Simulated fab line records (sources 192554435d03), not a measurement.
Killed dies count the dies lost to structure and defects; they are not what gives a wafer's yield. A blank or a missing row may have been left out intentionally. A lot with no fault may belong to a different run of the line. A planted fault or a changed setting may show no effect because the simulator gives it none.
Split-lot experiment || flow n5 finfet || on a route of 1938 steps: 7 lots, 39 wafers read

## SPLIT DETAILS
At N5_BEOL_M8_ILD_DEP_00 (deposits SiCOH lowk from DEMS/porogen, target thk 179.75 nm, time 33.4 s), the setting target thk a was moved away from the recipe's 1797.5 angstrom on 15 of the 39 wafers read, by -55.1% to +52.8%. The other wafers ran this setting at the recipe's value.

## BETWEEN THE SPLIT AND THE READING: the file shows 1 step in between
- N5_BEOL_M8_CURE_74: cures SiCOH lowk, time 240 s

## THE READING
M8_ILD_THK (nm), taken at N5_BEOL_M8_THK_MEAS_01. A value of 155.5 nm with a standard deviation of 1.9 nm is what fault-free wafers of this fab line usually give.

{"wafer": "L077.1", "tool, chamber at the split": "pecvd-02, 1", "target thk a as run, angstrom": 1797.5, "against the recipe": "recipe", "M8_ILD_THK, nm": 152.8, "against lot-mates on the recipe": "-"}
{"wafer": "L077.2", "tool, chamber at the split": "pecvd-02, 2", "target thk a as run, angstrom": 1797.5, "against the recipe": "recipe", "M8_ILD_THK, nm": 150.9, "against lot-mates on the recipe": "-"}
{"wafer": "L077.5", "tool, chamber at the split": "pecvd-02, 2", "target thk a as run, angstrom": 1797.5, "against the recipe": "recipe", "M8_ILD_THK, nm": 154.0, "against lot-mates on the recipe": "-"}
{"wafer": "L082.1", "tool, chamber at the split": "pecvd-01, 1", "target thk a as run, angstrom": 1465, "against the recipe": "-18.5%", "M8_ILD_THK, nm": 128.0, "against lot-mates on the recipe": -30.9}
{"wafer": "L082.2", "tool, chamber at the split": "pecvd-01, 2", "target thk a as run, angstrom": 1465, "against the recipe": "-18.5%", "M8_ILD_THK, nm": 127.0, "against lot-mates on the recipe": -31.9}
{"wafer": "L082.3", "tool, chamber at the split": "pecvd-01, 0", "target thk a as run, angstrom": 1465, "against the recipe": "-18.5%", "M8_ILD_THK, nm": 128.6, "against lot-mates on the recipe": -30.3}
{"wafer": "L082.4", "tool, chamber at the split": "pecvd-01, 2", "target thk a as run, angstrom": 1797.5, "against the recipe": "recipe", "M8_ILD_THK, nm": 158.9, "against lot-mates on the recipe": "-"}
{"wafer": "L082.5", "tool, chamber at the split": "pecvd-01, 1", "target thk a as run, angstrom": 1797.5, "against the recipe": "recipe", "M8_ILD_THK, nm": 159.4, "against lot-mates on the recipe": "-"}
{"wafer": "L082.6", "tool, chamber at the split": "pecvd-01, 0", "target thk a as run, angstrom": 1797.5, "against the recipe": "recipe", "M8_ILD_THK, nm": 158.5, "against lot-mates on the recipe": "-"}
{"wafer": "L083.1", "tool, chamber at the split": "pecvd-04, 1", "target thk a as run, angstrom": 1797.5, "against the recipe": "recipe", "M8_ILD_THK, nm": 153.7, "against lot-mates on the recipe": "-"}
{"wafer": "L083.2", "tool, chamber at the split": "pecvd-04, 0", "target thk a as run, angstrom": 1797.5, "against the recipe": "recipe", "M8_ILD_THK, nm": 153.3, "against lot-mates on the recipe": "-"}
{"wafer": "L083.3", "tool, chamber at the split": "pecvd-04, 2", "target thk a as run, angstrom": 1797.5, "against the recipe": "recipe", "M8_ILD_THK, nm": 156.2, "against lot-mates on the recipe": "-"}
{"wafer": "L083.4", "tool, chamber at the split": "pecvd-04, 1,0", "target thk a as run, angstrom": 1797.5, "against the recipe": "recipe", "M8_ILD_THK, nm": 157.3, "against lot-mates on the recipe": "-"}
{"wafer": "L083.5", "tool, chamber at the split": "pecvd-04, 1,0", "target thk a as run, angstrom": 1797.5, "against the recipe": "recipe", "M8_ILD_THK, nm": 157.3, "against lot-mates on the recipe": "-"}
{"wafer": "L083.6", "tool, chamber at the split": "pecvd-04, 2", "target thk a as run, angstrom": 1797.5, "against the recipe": "recipe", "M8_ILD_THK, nm": 159.3, "against lot-mates on the recipe": "-"}
{"wafer": "L090.1", "tool, chamber at the split": "pecvd-04, 2", "target thk a as run, angstrom": 1797.5, "against the recipe": "recipe", "M8_ILD_THK, nm": 155.6, "against lot-mates on the recipe": "-"}
{"wafer": "L090.2", "tool, chamber at the split": "pecvd-04, 0", "target thk a as run, angstrom": 807.5, "against the recipe": "-55.1%", "M8_ILD_THK, nm": 70.1, "against lot-mates on the recipe": -85.3}
{"wafer": "L090.3", "tool, chamber at the split": "pecvd-04, 1", "target thk a as run, angstrom": 1797.5, "against the recipe": "recipe", "M8_ILD_THK, nm": 152.4, "against lot-mates on the recipe": "-"}
{"wafer": "L090.4", "tool, chamber at the split": "pecvd-04, 1", "target thk a as run, angstrom": 807.5, "against the recipe": "-55.1%", "M8_ILD_THK, nm": 70.6, "against lot-mates on the recipe": -84.8}
{"wafer": "L090.5", "tool, chamber at the split": "pecvd-04, 0", "target thk a as run, angstrom": 807.5, "against the recipe": "-55.1%", "M8_ILD_THK, nm": 71.9, "against lot-mates on the recipe": -83.5}
{"wafer": "L090.6", "tool, chamber at the split": "pecvd-04, 2", "target thk a as run, angstrom": 1797.5, "against the recipe": "recipe", "M8_ILD_THK, nm": 158.3, "against lot-mates on the recipe": "-"}
{"wafer": "L095.1", "tool, chamber at the split": "pecvd-04, 0", "target thk a as run, angstrom": 851.1, "against the recipe": "-52.7%", "M8_ILD_THK, nm": 71.6, "against lot-mates on the recipe": -83.8}
{"wafer": "L095.2", "tool, chamber at the split": "pecvd-04, 2", "target thk a as run, angstrom": 851.1, "against the recipe": "-52.7%", "M8_ILD_THK, nm": 73.4, "against lot-mates on the recipe": -82.0}
{"wafer": "L095.3", "tool, chamber at the split": "pecvd-04, 1", "target thk a as run, angstrom": 851.1, "against the recipe": "-52.7%", "M8_ILD_THK, nm": 72.7, "against lot-mates on the recipe": -82.7}
{"wafer": "L095.4", "tool, chamber at the split": "pecvd-04, 2", "target thk a as run, angstrom": 1797.5, "against the recipe": "recipe", "M8_ILD_THK, nm": 155.8, "against lot-mates on the recipe": "-"}
{"wafer": "L095.5", "tool, chamber at the split": "pecvd-04, 1", "target thk a as run, angstrom": 1797.5, "against the recipe": "recipe", "M8_ILD_THK, nm": 154.3, "against lot-mates on the recipe": "-"}
{"wafer": "L095.6", "tool, chamber at the split": "pecvd-04, 0", "target thk a as run, angstrom": 1797.5, "against the recipe": "recipe", "M8_ILD_THK, nm": 156.1, "against lot-mates on the recipe": "-"}
{"wafer": "L096.1", "tool, chamber at the split": "pecvd-01, 0", "target thk a as run, angstrom": 1797.5, "against the recipe": "recipe", "M8_ILD_THK, nm": 153.6, "against lot-mates on the recipe": "-"}
{"wafer": "L096.2", "tool, chamber at the split": "pecvd-01, 1", "target thk a as run, angstrom": 2216, "against the recipe": "+23.3%", "M8_ILD_THK, nm": 191.1, "against lot-mates on the recipe": "+36.1"}
{"wafer": "L096.3", "tool, chamber at the split": "pecvd-01, 2", "target thk a as run, angstrom": 1797.5, "against the recipe": "recipe", "M8_ILD_THK, nm": 154.3, "against lot-mates on the recipe": "-"}
{"wafer": "L096.4", "tool, chamber at the split": "pecvd-01, 1", "target thk a as run, angstrom": 2216, "against the recipe": "+23.3%", "M8_ILD_THK, nm": 194.0, "against lot-mates on the recipe": "+39.0"}
{"wafer": "L096.5", "tool, chamber at the split": "pecvd-01, 0", "target thk a as run, angstrom": 2216, "against the recipe": "+23.3%", "M8_ILD_THK, nm": 193.4, "against lot-mates on the recipe": "+38.4"}
{"wafer": "L096.6", "tool, chamber at the split": "pecvd-01, 2", "target thk a as run, angstrom": 1797.5, "against the recipe": "recipe", "M8_ILD_THK, nm": 157.0, "against lot-mates on the recipe": "-"}
{"wafer": "L097.1", "tool, chamber at the split": "pecvd-02, 0", "target thk a as run, angstrom": 1797.5, "against the recipe": "recipe", "M8_ILD_THK, nm": 156.4, "against lot-mates on the recipe": "-"}
{"wafer": "L097.2", "tool, chamber at the split": "pecvd-02, 1", "target thk a as run, angstrom": 2747, "against the recipe": "+52.8%", "M8_ILD_THK, nm": 237.8, "against lot-mates on the recipe": "+80.9"}
{"wafer": "L097.3", "tool, chamber at the split": "pecvd-02, 2", "target thk a as run, angstrom": 2747, "against the recipe": "+52.8%", "M8_ILD_THK, nm": 235.6, "against lot-mates on the recipe": "+78.7"}
{"wafer": "L097.4", "tool, chamber at the split": "pecvd-02, 0", "target thk a as run, angstrom": 1797.5, "against the recipe": "recipe", "M8_ILD_THK, nm": 156.4, "against lot-mates on the recipe": "-"}
{"wafer": "L097.5", "tool, chamber at the split": "pecvd-02, 2", "target thk a as run, angstrom": 1797.5, "against the recipe": "recipe", "M8_ILD_THK, nm": 158.0, "against lot-mates on the recipe": "-"}
{"wafer": "L097.6", "tool, chamber at the split": "pecvd-02, 1", "target thk a as run, angstrom": 2747, "against the recipe": "+52.8%", "M8_ILD_THK, nm": 239.7, "against lot-mates on the recipe": "+82.8"}
The file does not say which wafer passed through which chamber wherever a row lists several chambers: such a row stands for several wafers.

THE FIT
A straight line over all 39 wafers: M8_ILD_THK changes by +1.56 nm for each +1% of target thk a; r = +1.00; the points scatter about the line by 2.1 nm.
The same after taking each lot's own level away (the mean of its wafers on the recipe; 39 wafers): +1.55 nm for each +1%; r = +1.00; scatter 1.7 nm.
The reading moves by 86 nm for the largest change in target thk a, on that fit.
The span of the lots' own levels, 152.57 to 158.93 nm, comes to 3.4 times the standard deviation stated above.
Consequently the slope shifts little with the lot-to-lot level, the two slopes agreeing.
Check: with one of the wafers moved furthest among these (-55.1%) left out of the fit, the line predicts -85.8 nm for it against its lot-mates. It came out at -85.3 nm against them.

## ADDITIONAL SPLITS CARRIED BY THESE WAFERS
These wafers also went through other splits before the reading. Each is held against what the fit with the lots' levels taken away leaves over:
{"other split on the same wafers": "N5_BEOL_M4_ILD_DEP_00 time s", "wafers away from the commonest value": 18, "r with M8_ILD_THK (lot level and that fit taken away)": "+0.29"}
{"other split on the same wafers": "N5_BEOL_M6_ETCH_62 time s", "wafers away from the commonest value": 18, "r with M8_ILD_THK (lot level and that fit taken away)": -0.14}

## THE WHOLE CHAIN: every reading that the file lists as answering this split, in the file's order
{"step": "N5_BEOL_M8_ILD_DEP_00", "what it does": "deposits SiCOH lowk from DEMS/porogen, target thk 179.75 nm, time 33.4 s", "reading": "SiCOH_lowk_of_BEOL_M8_ILD_DEP_00.thk nm (the simulator's own value, which no gauge read)", "change (the file's fit)": "+1.79 nm for each +1% of the setting", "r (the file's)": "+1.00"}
{"step": "N5_BEOL_M8_CURE_74", "what it does": "cures SiCOH lowk, time 240 s", "reading": "SiCOH_lowk_of_BEOL_M8_ILD_DEP_00.thk nm (the simulator's own value, which no gauge read)", "change (the file's fit)": "+1.55 nm for each +1% of the setting", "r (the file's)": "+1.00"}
{"step": "N5_BEOL_M8_THK_MEAS_01", "what it does": "", "reading": "M8_ILD_THK", "change (the file's fit)": "+1.55 for each +1% of the setting", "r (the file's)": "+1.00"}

## THE FILE'S OWN FIT
M8_ILD_THK changes by +1.55 nm for each +1% of target thk a, r = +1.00.
